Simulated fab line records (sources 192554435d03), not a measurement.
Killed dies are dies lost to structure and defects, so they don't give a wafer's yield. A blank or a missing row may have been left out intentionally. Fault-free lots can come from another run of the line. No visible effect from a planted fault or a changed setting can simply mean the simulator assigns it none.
Struck lot and sound lot, side by side | flow n5-finfet | 18 out of 1938 route steps
Sound: wafers L424.2, L424.5. Wafers L432.1, L432.3, L432.6 were the ones struck. At the end, the cause is stated.
At each step with rows: each side's tool, then ch and its chambers, then its first start. Under that, the readings that differ: sound wafers | struck wafers | difference of the means | sigmas: that difference in standard deviations of wafers without a fault.
alike: same words and numbers on both sides, and readings whose means sit less than 2 such deviations apart. not compared: any withheld reading, any reading some wafer has no value for, any bound like >300 that may hide the same value, and any number with overlapping values for which the record gives no deviation.
A row with sigmas, a row that says differs or no value, or rows on one side alone: a step with any of these is where the two part. Numbers that don't overlap but have no deviation are shown without sigmas and don't part them. A reading missing from all wafers of one side parts the sides only when that side holds two or more wafers.

N5_BEOL_M6_ETCH_62: etches SOC in N2/H2, target depth 110 nm, overetch 22 nm, time 165 s.
  sound on rie-diel-03 ch 0, day 8 23:26; struck on rie-diel-06 ch 0,2, day 11 15:49
  reading                | sound       | struck            | difference | sigmas
  throttle-valve-pct (%) | 18.21 18.20 | 17.53 17.51 17.55 | -0.67      | -2
  alike: drypump-motor-current-A, oes-product-au, rf-vpp-V, showerhead-plenum-p-Torr
  not compared: rf-hours-counter-h
then, 1 step without rows for these wafers: N5_BEOL_M6_STRIP_68 (strips in N2/H2).
N5_BEOL_M6_STRIP_67: strips in CF4.
  sound on rie-diel-03 ch 0, day 8 23:35; struck on rie-diel-06 ch 0,2, day 11 15:58
  reading                | sound       | struck            | difference | sigmas
  throttle-valve-pct (%) | 13.77 13.75 | 13.08 13.11 13.10 | -0.66      | -3
  alike: drypump-motor-current-A, oes-product-au, power-w, rf-vpp-V, showerhead-plenum-p-Torr
  not compared: rf-hours-counter-h
N5_BEOL_M6_HM_OPEN_17: chemistry Cl2/BCl3, target TiN, target depth 20 nm, overetch 6 nm.
  sound on rie-metal-01 ch 0, day 8 23:37; struck on rie-metal-03 ch 0,1, day 11 16:00
  reading                     | sound     | struck         | difference | sigmas
  drypump-motor-current-A (A) | 6.03 6.01 | 5.75 5.12 5.11 | -0.69      | -2
  alike: oes-product-au, throttle-valve-pct
  not compared: rf-hours-counter-h
N5_BEOL_M6_STRIP_19: strips in O2.
  sound on rie-diel-02 ch 0,2, day 8 23:54; struck on rie-diel-02 ch 0,1, day 11 16:10
  alike: drypump-motor-current-A, oes-product-au, rf-vpp-V, showerhead-plenum-p-Torr, throttle-valve-pct
  not compared: rf-hours-counter-h
N5_BEOL_M6_CD_MEAS_18: pitch 80 nm, target cd 40 nm.
  sound on cd-sem-01, day 8 23:58; struck on cd-sem-01, day 11 16:14
  alike: cd-nm
then, 6 steps without rows for these wafers: N5_BEOL_M6_COAT_63 (time 60 s, resist thk 60 nm); N5_BEOL_M6_COAT_64 (time 60 s, resist thk 12 nm); N5_BEOL_M6_COAT_71 (time 60 s, resist thk 5 nm); N5_BEOL_M6_COAT_22 (resist thk 30 nm); N5_BEOL_M6_EBR_24; N5_BEOL_M6_SOFTBAKE_23 (time 60 s).
N5_BEOL_M6_EXPOSE_25: exposes mask V5, target cd 40 nm.
  sound on euv-scanner-02 ch 0, day 9 00:28; struck on euv-scanner-02 ch 0, day 11 17:58
  reading                         | sound   | struck      | difference | sigmas
  model.BEOL_M6.overlay-x-nm (nm) | 0.2 0.2 | 6.8 6.8 6.8 | +6.6       |
  alike: mask
then, 2 steps without rows for these wafers: N5_BEOL_M6_PEB_26 (peb time 60 s); N5_BEOL_M6_DEVELOP_27 (develop time 30 s).
N5_BEOL_M6_CD_MEAS_28: the cd target is 40 nm.
  sound on cd-sem-02 ch 0, day 9 00:35; struck on cd-sem-01 ch 0, day 11 18:05
  alike: cd-nm
N5_BEOL_M6_OVL_MEAS_29:
  sound on overlay-02 ch 0, day 9 00:37; struck on overlay-02 ch 0, day 11 18:07
  reading     | sound     | struck      | difference | sigmas
  V5_OVL (nm) | -0.7 -1.6 | 6.4 7.0 5.5 | +7.4       | +11
N5_BEOL_M6_INSPECT_30: inspects for defects (brightfield).
  sound on defect-inspect-02, day 9 00:41; struck on defect-inspect-01, day 11 18:11
  alike: raw-defect-count

## WHERE THEY PART
First at N5_BEOL_M6_ETCH_62; last, within this record, at N5_BEOL_M6_OVL_MEAS_29. Later steps at which nothing parts them and some readings are alike: N5_BEOL_M6_INSPECT_30.

WHY: what the simulator had put in
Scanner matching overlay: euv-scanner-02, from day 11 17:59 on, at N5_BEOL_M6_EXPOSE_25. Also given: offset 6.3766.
